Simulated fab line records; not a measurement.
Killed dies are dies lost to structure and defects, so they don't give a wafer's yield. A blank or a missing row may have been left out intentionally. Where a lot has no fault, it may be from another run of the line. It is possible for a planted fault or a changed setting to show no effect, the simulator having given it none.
fab line records	flow nandHarc
record: lots: 24	wafers: 72	lastDay: 33
route steps=1302 shown P_GATE@144 P_CONTACT@235 P_M0@263 P_M1@305
lots with no fault: from the same line, run without faults
startH: hours from the record's first day to the start of the lot's first wafer shown	waitH: hours from the lot's prior step to this one	" the same as in the row above	L1.1+2: a single row standing in for several wafers	- either no value or no given start	* or withheld: withheld	< > ~ a bound
route shown NAME@n: a module of which the file shows steps, and the number in the route of the first	usual: mean/standard deviation taken from wafers without a fault	same: alike in all rows	chamber/n: place in a boat	sites: the reading at each site	_std_site: their standard deviation	_edge_site: mean of outer sites minus mean of inner sites	radiusMm: how far each site lies from the wafer's centre	mask NAME#n: copy n	behind: the most recent tool/chamber to have shaped the wafer	hold: why the lot was held/for how many hours/how that ended	device: the transistor (n, p or np) that didn't switch	end of line: at the end of the route, the tests of the same wafers	a step with no rows: only its recipe	killed: the dies lost at the first sort to structure and to defects; this is not the yield of the wafer	map: per-die view of a wafer (x killed, . not killed, _ where there is no die)
set.NAME: setting as actually run; set.NAME@STEP: the setting as run at that earlier step	model.NAME: the simulator's own value behind a step, which no gauge read
steps of the route over a sample of lots; a table a step, a row a wafer
services: the hour from which a tool's chamber was out of use, counted from the record's first day as startH (under 0 if before that day), plus the number of hours and why
== steps ==
step: NHARC_P_GATE_DESCUM_31
recipe: timeS: 3	o2FlowSccm: 200	arFlowSccm: 0	biasPowerW: 0	chemistry: O2
usual: drypumpMotorCurrentA: 5.7/0.38	mfcArSccm: 0.009/0.013	oesProductAu: 0.998/0.013	rfVppV: 57.9/0.86	showerheadPlenumPTorr: 1.94/0.088	throttleValvePct: 11.311/0.0095
lot.wafer	tool	chamber	startH	waitH	drypumpMotorCurrentA	mfcArSccm	oesProductAu	rfHoursCounterH	rfVppV	showerheadPlenumPTorr	throttleValvePct
L074.3	rieDiel-01	0	96.25	0.1	6.4	0.030	1.008	3.5	56.6	1.83	11.316
L074.6	"	1	"	"	6.0	0.021	0.988	-	57.2	2.00	11.311
L074.5	"	2	"	"	5.7	0	0.987	-	58.5	2.04	11.312
L075.1	rieDiel-11	2	108.81	0.1	5.9	0.001	1.015	1.4	59.0	1.95	11.308
L075.2	"	1	"	"	5.6	0	1.021	0.8	56.9	2.04	11.298
L075.5	"	2	"	"	5.9	0.001	1.031	-	58.3	1.95	11.314
L076.1	rieDiel-04	3	121.47	0.1	5.2	0.033	0.997	6.3	57.0	1.79	11.318
L076.3	"	0	"	"	5.4	0.007	1.009	6.7	56.5	1.84	11.305
L076.6	"	3	"	"	5.3	0.033	0.991	-	56.8	1.79	11.306
L077.1	rieDiel-11	0	131.63	0.1	6.1	0	0.989	1.6	57.6	1.97	11.300
L077.5	"	3	"	"	5.4	0.020	0.982	-	59.3	1.97	11.316
L077.6	"	0	"	"	6.1	0	0.990	-	57.2	1.96	11.319
L078.2	rieDiel-11	0	134.90	0.1	6.1	0	1.002	1.6	57.2	1.96	11.315
L078.4	"	1	"	"	5.6	0	1.012	1.6	58.2	2.04	11.302
L078.5	"	0	"	"	6.1	0	1.001	-	57.0	1.96	11.304
L079.3	rieDiel-04	2	144.23	0.1	5.8	0	0.997	7.4	58.5	2.05	11.300
L079.2	"	0	"	"	5.4	0.007	1.003	8.0	57.9	1.84	11.317
L079.5	"	2	"	"	5.8	0	1.004	-	56.8	2.05	11.311
L080.4	rieDiel-01	0	160.08	0.1	6.4	0.030	0.995	5.3	57.6	1.83	11.323
L080.6	"	1	"	"	6.0	0.021	0.987	-	57.3	2.00	11.305
L080.5	"	2	"	"	5.8	0	0.972	-	58.8	2.04	11.297
L081.2	rieDiel-04	1	176.31	0.1	5.0	0.001	1.009	6.8	58.3	1.93	11.333
L081.3	"	2	"	"	5.8	0	0.990	9.1	58.9	2.05	11.319
L081.1	"	3	"	"	5.3	0.033	0.991	9.3	57.3	1.79	11.296
L082.4	rieDiel-01	2	176.47	0.1	5.7	0	0.972	8.6	58.2	2.04	11.316
L082.6	"	2	"	"	5.7	0	0.979	-	58.5	2.04	11.293
L082.5	"	3	"	"	5.9	0	1.010	-	57.6	1.90	11.325
L083.3	rieDiel-01	2	193.93	0.1	5.8	0	0.982	9.7	59.3	2.04	11.313
L083.5	"	2	"	"	5.7	0	0.980	-	58.7	2.04	11.299
L083.6	"	3	"	"	5.8	0	1.013	-	57.3	1.90	11.323
L084.3	rieDiel-01	0	194.59	0.1	6.4	0.030	1.002	7.9	58.7	1.83	11.322
L084.2	"	1	"	"	6.0	0.021	1.002	9.1	57.3	2.00	11.311
L084.6	"	0	"	"	6.4	0.030	0.986	-	56.9	1.83	11.304
L085.4	rieDiel-04	2	204.80	0.1	5.8	0	0.990	0.5	58.7	2.05	11.321
L085.1	"	3	"	"	5.2	0.033	0.988	0.5	57.6	1.79	11.320
L085.6	"	2	"	"	5.8	0	0.978	-	58.0	2.05	11.303
L086.1	rieDiel-11	2	216.21	0.1	5.9	0.001	1.009	8.4	57.2	1.95	11.317
L086.2	"	0	"	"	6.1	0	1.000	6.1	59.7	1.96	11.295
L086.6	"	2	"	"	5.9	0.001	1.010	-	57.5	1.95	11.320
L088.2	rieDiel-01	3	238.09	0.1	5.8	0	1.002	1.5	58.0	1.90	11.323
L088.1	"	0	"	"	6.4	0.030	1.009	1.8	57.9	1.83	11.313
L088.4	"	2	"	"	5.7	0	1.008	1.1	57.7	2.04	11.309
L087.1	rieDiel-11	1	238.69	0.1	5.6	0	1.019	7.3	56.7	2.04	11.313
L087.4	"	2	"	"	5.9	0.001	1.013	10.1	57.3	1.95	11.309
L087.3	"	3	"	"	5.4	0.020	0.993	9.1	57.9	1.97	11.312
L089.3	rieDiel-01	2	245.69	0.1	5.7	0	1.001	1.2	57.9	2.04	11.303
L089.2	"	0	"	"	6.4	0.030	0.985	2.0	57.7	1.83	11.297
L089.6	"	2	"	"	5.7	0	1.009	-	57.8	2.04	11.314
L090.3	rieDiel-04	1	259.79	0.1	5.0	0.001	0.984	3.9	57.8	1.93	11.322
L090.6	"	1	"	"	5.0	0.001	0.994	-	58.2	1.93	11.306
L090.5	"	2	"	"	5.8	0	0.986	-	58.7	2.05	11.302
L091.1	rieDiel-04	0	267.81	0.1	5.4	0.007	1.022	5.0	58.2	1.84	11.325
L091.4	"	2	"	"	5.8	0	1.003	3.4	59.5	2.05	11.323
L091.6	"	1	"	"	5.0	0.001	0.996	-	57.8	1.93	11.311
L092.2	rieDiel-04	0	275.62	0.1	5.4	0.007	1.004	5.1	57.2	1.84	11.312
L092.3	"	1	"	"	5.0	0.001	1.000	4.4	57.3	1.93	11.322
L092.5	"	3	"	"	5.2	0.033	0.979	-	57.3	1.79	11.301
L093.1	rieDiel-01	2	284.27	0.1	5.7	0	1.005	5.4	58.8	2.04	11.310
L093.4	"	0	"	"	6.4	0.030	0.984	5.0	58.0	1.83	11.312
L093.5	"	2	"	"	5.7	0	1.009	-	59.1	2.04	11.313
L094.3	rieDiel-01	2	297.01	0.1	5.7	0	0.994	6.4	58.3	2.03	11.294
L094.1	"	0	"	"	6.4	0.030	0.990	6.2	56.6	1.83	11.324
L094.5	"	3	"	"	5.9	0	0.993	-	57.9	1.90	11.300
L095.2	rieDiel-01	2	312.16	0.1	5.7	0	1.020	7.2	58.6	2.03	11.313
L095.4	"	3	"	"	5.9	0	1.006	6.9	59.4	1.90	11.306
L095.5	"	3	"	"	5.8	0	1.007	-	57.8	1.90	11.320
L096.1	rieDiel-04	3	318.12	0.1	5.2	0.033	0.991	6.7	57.6	1.79	11.307
L096.4	"	1	"	"	5.0	0.001	1.001	8.1	57.4	1.93	11.321
L096.5	"	3	"	"	5.2	0.033	0.982	-	57.3	1.79	11.305
L097.3	rieDiel-04	2	327.36	0.1	5.8	0	0.991	7.5	59.0	2.04	11.316
L097.2	"	1	"	"	5.0	0.001	1.005	8.7	58.1	1.93	11.306
L097.6	"	2	"	"	5.8	0	0.998	-	58.0	2.04	11.294
step: NHARC_P_GATE_STRIP_75
recipe: powerW: 1500	tempC: 250	chemistry: O2
usual: drypumpMotorCurrentA: 5.9/0.39	heaterPowerW: 323/35
lot.wafer	tool	chamber	startH	waitH	drypumpMotorCurrentA	heaterPowerW	rfHoursCounterH
L074.3	plasmaAsher-01	0	108.97	0.2	6.0	347	-
L074.5	"	0	"	"	5.9	347	-
L074.6	"	1	"	"	5.6	269	-
L075.2	plasmaAsher-01	1	121.51	0.3	5.6	261	30
L075.1	"	0	"	"	5.9	340	30
L075.5	"	0	"	"	5.9	345	-
L076.1	plasmaAsher-01	1	134.12	0.2	5.6	263	32
L076.3	"	1	"	"	5.6	263	-
L076.6	"	0	"	"	5.9	349	-
L077.1	plasmaAsher-02	0	144.25	0.2	6.5	363	13
L077.5	"	1	"	"	5.5	319	-
L077.6	"	0	"	"	6.5	351	-
L078.2	plasmaAsher-02	1	147.45	0.3	5.5	321	14
L078.4	"	1	"	"	5.5	318	-
L078.5	"	0	"	"	6.5	363	-
L079.2	plasmaAsher-02	0	156.87	0.2	6.5	357	15
L079.3	"	1	"	"	5.5	316	-
L079.5	"	0	"	"	6.5	350	-
L080.4	plasmaAsher-02	0	172.73	0.1	6.5	360	-
L080.6	"	1	"	"	5.5	317	-
L080.5	"	0	"	"	6.4	362	-
L081.2	plasmaAsher-02	1	188.92	0.2	5.5	317	23
L081.1	"	0	"	"	6.5	353	23
L081.3	"	1	"	"	5.5	311	-
L082.4	plasmaAsher-01	1	189.25	0.1	5.6	287	-
L082.6	"	0	"	"	6.0	348	-
L082.5	"	1	"	"	5.6	280	-
L084.2	plasmaAsher-02	0	207.33	0.3	6.5	354	28
L084.3	"	1	"	"	5.5	318	-
L084.6	"	0	"	"	6.5	350	-
L083.3	plasmaAsher-01	0	208.59	0.2	5.9	337	-
L083.5	"	0	"	"	5.9	349	-
L083.6	"	1	"	"	5.6	276	-
L085.1	plasmaAsher-02	1	217.34	0.3	5.5	310	31
L085.4	"	1	"	"	5.5	319	-
L085.6	"	1	"	"	5.5	317	-
L086.2	plasmaAsher-01	1	228.92	0.2	5.6	285	10
L086.1	"	0	"	"	5.9	347	10
L086.6	"	1	"	"	5.6	281	-
L088.1	plasmaAsher-01	1	250.87	0.2	5.6	283	15
L088.2	"	0	"	"	6.0	343	15
L088.4	"	1	"	"	5.6	277	-
L087.1	plasmaAsher-01	0	251.52	0.2	5.9	340	16
L087.3	"	0	"	"	5.9	342	-
L087.4	"	1	"	"	5.6	277	-
L089.2	plasmaAsher-01	1	258.29	0.2	5.6	279	19
L089.3	"	0	"	"	5.9	340	-
L089.6	"	1	"	"	5.6	284	-
L090.3	plasmaAsher-01	1	272.93	0.1	5.6	282	-
L090.5	"	0	"	"	5.9	335	-
L090.6	"	1	"	"	5.6	279	-
L091.1	plasmaAsher-02	0	280.55	0.2	6.5	380	3
L091.4	"	0	"	"	6.5	393	-
L091.6	"	0	"	"	6.5	383	-
L092.2	plasmaAsher-02	0	288.28	0.2	6.5	385	5
L092.3	"	1	"	"	5.5	306	-
L092.5	"	0	"	"	6.5	390	-
L093.1	plasmaAsher-01	0	296.88	0.2	6.0	341	26
L093.4	"	0	"	"	5.9	346	-
L093.5	"	0	"	"	6.0	338	-
L094.1	plasmaAsher-02	0	309.44	0.2	6.5	380	10
L094.3	"	1	"	"	5.5	297	-
L094.5	"	0	"	"	6.5	389	-
L095.2	plasmaAsher-02	0	324.61	0.3	6.5	390	14
L095.4	"	1	"	"	5.5	302	-
L095.5	"	0	"	"	6.5	384	-
L096.1	plasmaAsher-01	1	330.83	0.2	5.6	277	33
L096.4	"	0	"	"	5.9	338	-
L096.5	"	0	"	"	5.9	337	-
L097.2	plasmaAsher-01	0	340.29	0.2	5.9	340	34
L097.3	"	1	"	"	5.6	278	-
L097.6	"	0	"	"	5.9	342	-
step: NHARC_P_CONTACT_DESCUM_17
recipe: timeS: 3	o2FlowSccm: 200	arFlowSccm: 0	biasPowerW: 0	chemistry: O2
usual: drypumpMotorCurrentA: 5.7/0.33	mfcArSccm: 0.013/0.016	oesProductAu: 1.000/0.015	rfVppV: 57.8/0.84	showerheadPlenumPTorr: 1.93/0.081	throttleValvePct: 11.310/0.0089
lot.wafer	tool	chamber	startH	waitH	drypumpMotorCurrentA	mfcArSccm	oesProductAu	rfHoursCounterH	rfVppV	showerheadPlenumPTorr	throttleValvePct
L074.3	rieDiel-05	0	116.36	0.1	5.6	0.045	1.039	1.8	57.5	1.82	11.311
L074.6	"	2	"	"	6.0	0.017	1.015	-	57.2	1.89	11.313
L074.5	"	3	"	"	6.1	0.007	1.016	-	58.9	2.06	11.303
L075.1	rieDiel-05	2	128.78	0.1	6.0	0.017	1.006	2.1	57.9	1.89	11.294
L075.2	"	3	"	"	6.1	0.007	0.996	2.1	59.1	2.06	11.321
L075.5	"	0	"	"	5.5	0.045	1.025	-	57.4	1.82	11.319
L076.1	rieDiel-08	3	141.62	0.1	5.5	0.004	0.972	3.1	58.7	1.81	11.315
L076.3	"	1	"	"	5.7	0.039	0.983	2.4	56.1	1.97	11.320
L076.6	"	3	"	"	5.5	0.004	0.976	-	57.0	1.81	11.325
L077.1	rieDiel-08	2	152.10	0.1	5.2	0.019	1.004	3.4	58.1	2.04	11.318
L077.6	"	0	"	"	5.8	0	0.999	-	57.6	1.92	11.313
L077.5	"	1	"	"	5.7	0.039	0.988	-	58.6	1.97	11.319
L078.4	rieDiel-05	1	154.97	0.1	6.0	0	0.986	3.3	57.3	1.91	11.304
L078.2	"	0	"	"	5.6	0.045	1.033	3.3	57.9	1.82	11.333
L078.5	"	2	"	"	6.0	0.017	0.997	-	57.8	1.89	11.301
L079.3	rieDiel-08	3	164.26	0.1	5.5	0.004	0.983	4.3	57.7	1.81	11.333
L079.2	"	1	"	"	5.7	0.039	0.983	3.5	58.4	1.97	11.319
L079.5	"	2	"	"	5.2	0.019	0.995	-	59.4	2.04	11.308
L080.4	rieDiel-05	0	180.27	0.1	5.6	0.045	1.043	4.1	57.0	1.82	11.307
L080.6	"	0	"	"	5.6	0.045	1.034	-	56.4	1.82	11.307
L080.5	"	1	"	"	6.0	0	0.985	-	57.8	1.91	11.305
L081.1	rieDiel-03	3	196.30	0.1	5.9	0	0.989	3.1	56.4	1.88	11.305
L081.3	"	0	"	"	6.2	0	1.007	3.3	57.1	1.96	11.308
L081.2	"	1	"	"	5.1	0.005	1.020	4.2	57.0	2.03	11.311
L082.4	rieDiel-05	3	196.71	0.1	6.1	0.007	0.999	4.2	58.7	2.06	11.315
L082.5	"	3	"	"	6.1	0.007	1.003	-	59.4	2.06	11.296
L082.6	"	0	"	"	5.5	0.045	1.037	-	57.6	1.82	11.325
L084.2	rieDiel-03	3	214.75	0.1	5.9	0	0.999	3.7	57.4	1.88	11.315
L084.3	"	1	"	"	5.1	0.005	1.028	5.0	58.3	2.03	11.310
L084.6	"	3	"	"	5.9	0	0.994	-	56.9	1.88	11.319
L083.3	rieDiel-05	1	216.13	0.1	6.0	0	0.996	5.2	57.7	1.91	11.308
L083.5	"	1	"	"	6.0	0	0.991	-	57.5	1.91	11.299
L083.6	"	2	"	"	6.0	0.017	0.998	-	57.5	1.89	11.310
L085.4	rieDiel-08	0	224.72	0.1	5.8	0	0.988	0.3	58.6	1.92	11.308
L085.1	"	2	"	"	5.2	0.019	1.017	0.3	58.3	2.04	11.308
L085.6	"	0	"	"	5.8	0	0.987	-	58.7	1.92	11.316
L086.2	rieDiel-08	0	236.43	0.1	5.8	0	0.982	1.0	57.1	1.92	11.297
L086.1	"	1	"	"	5.7	0.039	0.987	0.8	58.0	1.97	11.312
L086.6	"	2	"	"	5.2	0.019	1.011	-	59.0	2.04	11.298
L088.2	rieDiel-08	2	258.52	0.1	5.3	0.019	1.026	1.7	58.5	2.04	11.312
L088.1	"	3	"	"	5.5	0.004	1.006	1.7	57.6	1.81	11.303
L088.4	"	3	"	"	5.5	0.004	0.999	-	58.2	1.81	11.307
L087.3	rieDiel-05	0	259.61	0.1	5.6	0.045	1.033	0.4	56.1	1.82	11.286
L087.1	"	1	"	"	6.0	0	1.003	0.5	57.8	1.91	11.312
L087.4	"	3	"	"	6.1	0.007	0.980	0.4	58.2	2.06	11.300
L089.3	rieDiel-08	3	265.65	0.1	5.5	0.004	0.988	2.2	57.0	1.81	11.311
L089.2	"	0	"	"	5.8	0	0.998	2.6	56.7	1.92	11.305
L089.6	"	3	"	"	5.5	0.004	0.996	-	58.7	1.81	11.312
L090.3	rieDiel-03	1	280.42	0.1	5.1	0.005	1.022	8.5	58.3	2.03	11.327
L090.5	"	0	"	"	6.2	0	1.007	-	58.0	1.96	11.316
L090.6	"	1	"	"	5.1	0.005	1.020	-	58.7	2.03	11.316
L091.1	rieDiel-08	3	287.95	0.1	5.5	0.004	0.992	2.9	56.3	1.81	11.324
L091.4	"	0	"	"	5.8	0	0.989	3.3	56.8	1.92	11.328
L091.6	"	2	"	"	5.3	0.019	1.006	-	58.1	2.04	11.298
L092.3	rieDiel-08	3	295.67	0.1	5.5	0.004	1.013	3.3	56.7	1.81	11.325
L092.2	"	1	"	"	5.7	0.039	0.990	2.6	57.9	1.97	11.304
L092.5	"	1	"	"	5.7	0.039	0.990	-	58.0	1.97	11.318
L093.1	rieDiel-03	2	304.24	0.1	5.1	0	0.975	0.2	58.7	1.86	11.311
L093.4	"	3	"	"	5.9	0	0.978	0.2	57.1	1.88	11.306
L093.5	"	2	"	"	5.1	0	0.984	-	57.0	1.86	11.327
L094.3	rieDiel-08	2	316.84	0.1	5.2	0.019	0.995	3.7	58.6	2.04	11.299
L094.1	"	0	"	"	5.7	0	0.983	4.6	57.4	1.92	11.312
L094.5	"	2	"	"	5.3	0.019	1.004	-	58.1	2.04	11.310
L095.2	rieDiel-03	3	332.11	0.1	5.9	0	0.980	2.0	57.6	1.88	11.302
L095.5	"	0	"	"	6.1	0	0.994	-	57.6	1.96	11.319
L095.4	"	2	"	"	5.1	0	0.987	-	58.0	1.86	11.305
L096.1	rieDiel-08	1	338.37	0.1	5.7	0.039	0.986	4.1	57.3	1.97	11.288
L096.4	"	2	"	"	5.3	0.019	1.015	4.3	58.5	2.04	11.311
L096.5	"	1	"	"	5.7	0.039	0.989	-	58.6	1.97	11.298
L097.3	rieDiel-08	1	349.94	0.1	5.7	0.039	0.988	4.5	59.6	1.97	11.308
L097.2	"	2	"	"	5.3	0.019	1.007	4.9	57.6	2.04	11.304
L097.6	"	1	"	"	5.7	0.039	0.992	-	57.3	1.97	11.314
step: NHARC_P_M0_CD_MEAS_09
recipe: targetCdNm: 90	landingEnergyEv: 500
usual: cdNm: 90.0/1
lot.wafer	tool	chamber	startH	waitH	cdNm
L074.3	cdSem-03	0	120.33	-	91.4
L074.5	"	0	"	"	91.0
L074.6	"	0	"	"	91.7
L075.1	cdSem-01	0	132.75	-	89.7
L075.2	"	0	"	"	89.6
L075.5	"	0	"	"	89.2
L076.1	cdSem-02	0	145.49	-	89.6
L076.3	"	0	"	"	89.0
L076.6	"	0	"	"	88.3
L077.1	cdSem-02	0	155.93	-	91.7
L077.5	"	0	"	"	91.9
L077.6	"	0	"	"	91.7
L078.2	cdSem-02	0	158.96	-	89.0
L078.4	"	0	"	"	89.7
L078.5	"	0	"	"	89.8
L079.2	cdSem-02	0	168.14	-	91.4
L079.3	"	0	"	"	91.2
L079.5	"	0	"	"	91.2
L080.4	cdSem-02	0	184.14	-	88.8
L080.5	"	0	"	"	88.0
L080.6	"	0	"	"	89.0
L081.1	cdSem-03	0	200.28	-	88.6
L081.2	"	0	"	"	88.9
L081.3	"	0	"	"	89.1
L082.4	cdSem-01	0	200.72	-	89.5
L082.5	"	0	"	"	88.5
L082.6	"	0	"	"	89.0
L084.2	cdSem-02	0	218.72	-	89.5
L084.3	"	0	"	"	90.6
L084.6	"	0	"	"	89.0
L083.3	cdSem-03	0	220.11	-	89.3
L083.5	"	0	"	"	89.5
L083.6	"	0	"	"	88.6
L085.1	cdSem-01	0	228.73	-	90.9
L085.4	"	0	"	"	90.8
L085.6	"	0	"	"	90.4
L086.1	cdSem-03	0	240.54	-	90.9
L086.2	"	0	"	"	90.8
L086.6	"	0	"	"	90.5
L088.1	cdSem-03	0	262.63	-	89.4
L088.2	"	0	"	"	89.4
L088.4	"	0	"	"	89.1
L087.1	cdSem-03	0	263.64	-	91.1
L087.3	"	0	"	"	90.8
L087.4	"	0	"	"	90.6
L089.2	cdSem-03	0	269.63	-	89.7
L089.3	"	0	"	"	89.6
L089.6	"	0	"	"	89.0
L090.3	cdSem-03	0	284.39	-	91.1
L090.5	"	0	"	"	91.2
L090.6	"	0	"	"	91.2
L091.1	cdSem-03	0	292.37	-	88.7
L091.4	"	0	"	"	89.7
L091.6	"	0	"	"	90.0
L092.2	cdSem-03	0	299.97	-	89.2
L092.3	"	0	"	"	89.6
L092.5	"	0	"	"	90.2
L093.1	cdSem-02	0	308.23	-	90.4
L093.4	"	0	"	"	88.6
L093.5	"	0	"	"	88.5
L094.1	cdSem-03	0	320.81	-	89.7
L094.3	"	0	"	"	89.4
L094.5	"	0	"	"	89.0
L095.2	cdSem-03	0	336.10	-	89.3
L095.4	"	0	"	"	89.7
L095.5	"	0	"	"	89.0
L096.1	cdSem-01	0	342.38	-	89.6
L096.4	"	0	"	"	88.9
L096.5	"	0	"	"	88.6
L097.2	cdSem-03	0	353.92	-	91.7
L097.3	"	0	"	"	91.0
L097.6	"	0	"	"	91.3
step: NHARC_P_M0_INSPECT_11
usual: rawDefectCount: 3.8/2.2
lot.wafer	tool	chamber	startH	waitH	rawDefectCount
L074.3	defectInspect-01	-	120.45	0.0	0
L074.5	"	-	"	"	6
L074.6	"	-	"	"	0
L075.1	defectInspect-02	-	132.87	0.0	3
L075.2	"	-	"	"	4
L075.5	"	-	"	"	2
L076.1	defectInspect-01	-	145.61	0.0	5
L076.3	"	-	"	"	5
L076.6	"	-	"	"	5
L077.1	defectInspect-01	-	156.05	0.0	7
L077.5	"	-	"	"	5
L077.6	"	-	"	"	6
L078.2	defectInspect-02	-	159.08	0.0	3
L078.4	"	-	"	"	1
L078.5	"	-	"	"	1
L079.2	defectInspect-02	-	168.26	0.0	2
L079.3	"	-	"	"	3
L079.5	"	-	"	"	5
L080.4	defectInspect-02	-	184.26	0.0	1
L080.5	"	-	"	"	2
L080.6	"	-	"	"	4
L081.1	defectInspect-02	-	200.40	0.0	3
L081.2	"	-	"	"	6
L081.3	"	-	"	"	2
L082.4	defectInspect-01	-	200.84	0.0	6
L082.5	"	-	"	"	7
L082.6	"	-	"	"	2
L084.2	defectInspect-02	-	218.85	0.0	2
L084.3	"	-	"	"	2
L084.6	"	-	"	"	2
L083.3	defectInspect-01	-	220.23	0.0	0
L083.5	"	-	"	"	4
L083.6	"	-	"	"	4
L085.1	defectInspect-02	-	228.85	0.0	2
L085.4	"	-	"	"	3
L085.6	"	-	"	"	4
L086.1	defectInspect-01	-	240.66	0.0	5
L086.2	"	-	"	"	2
L086.6	"	-	"	"	6
L088.1	defectInspect-02	-	262.75	0.0	2
L088.2	"	-	"	"	3
L088.4	"	-	"	"	1
L087.1	defectInspect-02	-	263.77	0.0	3
L087.3	"	-	"	"	6
L087.4	"	-	"	"	3
L089.2	defectInspect-01	-	269.76	0.0	2
L089.3	"	-	"	"	5
L089.6	"	-	"	"	3
L090.3	defectInspect-02	-	284.51	0.0	3
L090.5	"	-	"	"	6
L090.6	"	-	"	"	5
L091.1	defectInspect-02	-	292.50	0.0	3
L091.4	"	-	"	"	4
L091.6	"	-	"	"	7
L092.2	defectInspect-02	-	300.10	0.0	5
L092.3	"	-	"	"	4
L092.5	"	-	"	"	4
L093.1	defectInspect-01	-	308.36	0.0	6
L093.4	"	-	"	"	11
L093.5	"	-	"	"	8
L094.1	defectInspect-02	-	320.94	0.0	0
L094.3	"	-	"	"	3
L094.5	"	-	"	"	2
L095.2	defectInspect-02	-	336.23	0.0	4
L095.4	"	-	"	"	3
L095.5	"	-	"	"	7
L096.1	defectInspect-02	-	342.50	0.0	6
L096.4	"	-	"	"	4
L096.5	"	-	"	"	7
L097.2	defectInspect-02	-	354.05	0.0	3
L097.3	"	-	"	"	2
L097.6	"	-	"	"	1
step: NHARC_P_M1_DEGAS_29
recipe: tempC: 250	timeS: 60
usual: heaterPowerW: 338/33
lot.wafer	tool	chamber	startH	waitH	heaterPowerW
L074.3	pvdSputter-03	-	125.69	-	323
L074.6	"	-	"	"	290
L074.5	"	-	"	"	358
L075.2	pvdSputter-03	-	138.06	-	386
L075.1	"	-	"	"	307
L075.5	"	-	"	"	345
L076.1	pvdSputter-02	-	150.75	-	327
L076.3	"	-	"	"	352
L076.6	"	-	"	"	336
L077.1	pvdSputter-03	-	161.17	-	296
L077.5	"	-	"	"	298
L077.6	"	-	"	"	362
L078.2	pvdSputter-01	-	164.22	-	350
L078.4	"	-	"	"	294
L078.5	"	-	"	"	305
L079.3	pvdSputter-02	-	173.46	-	333
L079.2	"	-	"	"	327
L079.5	"	-	"	"	414
L080.4	pvdSputter-01	-	189.46	-	355
L080.6	"	-	"	"	300
L080.5	"	-	"	"	299
L081.1	pvdSputter-01	-	205.57	-	305
L081.3	"	-	"	"	308
L081.2	"	-	"	"	296
L082.4	pvdSputter-02	-	206.08	-	331
L082.6	"	-	"	"	403
L082.5	"	-	"	"	334
L084.3	pvdSputter-01	-	224.82	-	301
L084.2	"	-	"	"	364
L084.6	"	-	"	"	289
L083.3	pvdSputter-02	-	225.42	-	330
L083.6	"	-	"	"	335
L083.5	"	-	"	"	342
L085.1	pvdSputter-02	-	234.47	-	355
L085.4	"	-	"	"	319
L085.6	"	-	"	"	407
L086.1	pvdSputter-02	-	246.00	-	326
L086.2	"	-	"	"	358
L086.6	"	-	"	"	357
L088.1	pvdSputter-02	-	267.92	-	353
L088.2	"	-	"	"	316
L088.4	"	-	"	"	333
L087.4	pvdSputter-03	-	268.99	-	340
L087.3	"	-	"	"	343
L087.1	"	-	"	"	291
L089.2	pvdSputter-03	-	275.07	-	371
L089.3	"	-	"	"	311
L089.6	"	-	"	"	356
L090.3	pvdSputter-03	-	289.76	-	332
L090.5	"	-	"	"	301
L090.6	"	-	"	"	363
L091.4	pvdSputter-02	-	297.63	-	334
L091.1	"	-	"	"	317
L091.6	"	-	"	"	320
L092.2	pvdSputter-02	-	305.14	-	332
L092.3	"	-	"	"	338
L092.5	"	-	"	"	320
L093.1	pvdSputter-03	-	314.18	-	367
L093.4	"	-	"	"	331
L093.5	"	-	"	"	349
L094.3	pvdSputter-03	-	326.61	-	305
L094.1	"	-	"	"	337
L094.5	"	-	"	"	297
L095.2	pvdSputter-01	-	341.34	-	294
L095.4	"	-	"	"	290
L095.5	"	-	"	"	290
L096.4	pvdSputter-03	-	347.72	-	337
L096.1	"	-	"	"	305
L096.5	"	-	"	"	368
L097.3	pvdSputter-01	-	359.07	-	304
L097.2	"	-	"	"	354
L097.6	"	-	"	"	325
== services ==
tool	chamber	startH	hours	kind
plasmaAsher-02	-	72.28	9.0	pm
rieDiel-08	-	94.70	0.3	repair
rieDiel-01	0	98.42	22.5	repair
rieDiel-08	1	101.44	12.5	repair
pvdSputter-02	-	104.00	10.0	pm
rieDiel-04	3	113.60	2.4	repair
rieDiel-08	0	120.31	3.4	repair
rieDiel-04	1	126.25	39.3	repair
plasmaAsher-01	-	165.18	9.0	pm
pvdSputter-03	-	170.00	10.0	pm
rieDiel-04	-	177.90	9.0	pm
pvdSputter-03	-	181.17	3.3	repair
rieDiel-08	3	190.51	7.5	repair
rieDiel-08	-	190.80	9.0	pm
plasmaAsher-01	-	201.69	5.4	repair
rieDiel-01	-	203.80	9.0	pm
rieDiel-08	1	240.20	20.7	repair
rieDiel-08	3	241.24	7.3	repair
plasmaAsher-02	-	249.28	9.0	pm
rieDiel-08	2	292.48	4.4	repair
plasmaAsher-01	-	297.08	2.4	repair
rieDiel-01	1	326.90	7.0	repair
plasmaAsher-01	-	342.28	9.0	pm
rieDiel-08	-	346.28	3.4	repair
== key ==
fault none
